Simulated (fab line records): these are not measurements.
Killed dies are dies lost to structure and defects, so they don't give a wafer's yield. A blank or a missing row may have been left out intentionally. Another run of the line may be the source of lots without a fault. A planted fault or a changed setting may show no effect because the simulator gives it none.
Chamber matching / flow nandHarc / 3 sister chambers for NHARC_A_CONTACT_DEP_29 on pecvd-03
The step deposits SiON, target thk 70 nm. 3 wafers are shown with their chamber, then 8 later ones without.

== EACH WAFER AND ITS CHAMBER ==
wafer=L089.2; chamber=2; heaterPowerW (W)=743
wafer=L089.6; chamber=1; heaterPowerW (W)=703
wafer=L093.1; chamber=0; heaterPowerW (W)=648

== WAFERS WHOSE CHAMBER IS MISSING ==
wafer=L093.2; heaterPowerW (W)=663
wafer=L093.5; heaterPowerW (W)=660
wafer=L097.3; heaterPowerW (W)=653
wafer=L097.4; heaterPowerW (W)=664
wafer=L097.6; heaterPowerW (W)=799
wafer=L095.1; heaterPowerW (W)=824
wafer=L095.2; heaterPowerW (W)=614
wafer=L095.6; heaterPowerW (W)=657

== WHICH CHAMBER EACH ONE RAN IN ==
wafer=L093.2; from the rows above=can't be placed: 0 or 1 or 2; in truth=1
wafer=L093.5; from the rows above=can't be placed: 0 or 1 or 2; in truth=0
wafer=L097.3; from the rows above=can't be placed: 0 or 1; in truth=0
wafer=L097.4; from the rows above=can't be placed: 0 or 1 or 2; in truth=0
wafer=L097.6; from the rows above=can't be placed: 2 or 1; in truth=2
wafer=L095.1; from the rows above=can't be placed: 2 or 1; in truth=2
wafer=L095.2; from the rows above=can't be placed: 0 or 1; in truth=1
wafer=L095.6; from the rows above=can't be placed: 0 or 1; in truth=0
0 of 8 placed correctly. From these rows, 8 cannot be placed; in 8 the true chamber is one of the candidates. 0 placed wrongly.
How it was worked out, from the rows above alone: a wafer's distance from a chamber is the root of the sum, over the readings, of the square of ((its reading less the chamber's mean) divided by the reading's scatter). If the next closest chamber is less than 2 further off than the closest, the wafer can't be placed; otherwise it belongs to the closest. A chamber's mean is the mean of its shown wafers. The scatter: root of mean squared gap, hidden wafer to nearest shown wafer, with one shown wafer a chamber.
